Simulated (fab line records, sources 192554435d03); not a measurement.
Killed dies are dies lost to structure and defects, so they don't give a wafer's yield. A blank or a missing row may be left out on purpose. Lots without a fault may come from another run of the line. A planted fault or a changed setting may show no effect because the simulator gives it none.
A struck lot beside a sound one | flow n5_finfet | 15 steps out of a route of 1938
Sound: wafers L770.2, L770.4, L770.5. Struck: wafers L780.2, L780.5. (L780.3 of the same lot was not struck and is left out.) The cause comes at the end.
At each step with rows: each side's tool, then ch and its chambers, then its first start. Under that, the readings that differ: sound wafers | struck wafers | difference of the means | sigmas: that difference in standard deviations of wafers without a fault.
alike: readings whose means differ by less than 2 such deviations, and words and numbers that are the same on both sides. not compared: withheld readings, readings that some wafer has no value for, bounds like >300 that may hide the same value, and numbers for which the record gives no deviation and whose values overlap.
The two part at a step that has a row with sigmas, a row that says differs or no value, or rows on one side only. Numbers that don't overlap but have no deviation are shown without sigmas and don't part them. A reading that every wafer of one side lacks parts them only if that side has two wafers or more.

first, 8 steps without rows for these wafers: N5_BEOL_M11_COAT_63 (time 60 s, resist thk 100 nm); N5_BEOL_M11_COAT_64 (time 60 s, resist thk 30 nm); N5_BEOL_M11_COAT_22 (resist thk 90 nm); N5_BEOL_M11_EBR_24; N5_BEOL_M11_SOFTBAKE_23 (time 60 s); N5_BEOL_M11_EXPOSE_25 (exposes mask V10); N5_BEOL_M11_PEB_26 (peb time 60 s); N5_BEOL_M11_DEVELOP_27 (develop time 30 s).
N5_BEOL_M11_CD_MEAS_28: target cd 70 nm.
  sound on cd_sem-01 ch 0, day 13 21:55; struck on cd_sem-01 ch 0, day 17 10:57
  alike: cd_nm
N5_BEOL_M11_OVL_MEAS_29:
  sound on overlay-01 ch 0, day 13 21:56; struck on overlay-02 ch 0, day 17 10:59
  alike: V10_OVL
N5_BEOL_M11_INSPECT_30: inspects for defects (brightfield).
  sound on defect_inspect-01, day 13 21:58; struck on defect_inspect-01, day 17 11:00
  alike: raw_defect_count
N5_BEOL_M11_DESCUM_33: chemistry O2, time 7.9 s.
  sound on rie_diel-05 ch 0,2,3, day 13 22:04; struck on rie_diel-05 ch 2, day 17 11:02
  alike: bias_power_w, drypump_motor_current_A, oes_product_au, rf_vpp_V, showerhead_plenum_p_Torr, throttle_valve_pct
  not compared: rf_hours_counter_h
N5_BEOL_M11_ETCH_65: etches SiARC in CF4, target depth 39 nm, time 65 s.
  sound on rie_diel-05 ch 0,2,3, day 13 22:06; struck on rie_diel-05 ch 2, day 17 11:04
  reading               | sound          | struck    | difference | sigmas
  etch_rf_on_time_s (s) | 66.9 64.8 64.0 | 39.8 39.8 | -25.4      | -29
  oes_product_au (a.u.) | 0.57 0.63 0.77 | 0.97 0.97 | +0.31      | +4
  alike: drypump_motor_current_A, rf_vpp_V, showerhead_plenum_p_Torr, throttle_valve_pct
  not compared: rf_hours_counter_h
N5_BEOL_M11_ETCH_66: etches SOC in N2/H2, target depth 120 nm, overetch 24 nm, time 180 s.
  sound on rie_diel-05 ch 0,2,3, day 13 22:09; struck on rie_diel-05 ch 2, day 17 11:07
  alike: drypump_motor_current_A, oes_product_au, rf_vpp_V, showerhead_plenum_p_Torr, throttle_valve_pct
  not compared: rf_hours_counter_h
N5_PASSIVATION_PROBE_49:
  the record has rows for the struck wafers here (prober-02, day 19 07:53) and none for the sound ones

WHERE THEY PART
First at N5_BEOL_M11_ETCH_65; last, within this record, at N5_PASSIVATION_PROBE_49.

WHY: what the simulator had put in
Process parameter drift: rie_diel-05, from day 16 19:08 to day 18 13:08, at N5_BEOL_M11_ETCH_65. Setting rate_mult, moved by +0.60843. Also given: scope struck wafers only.
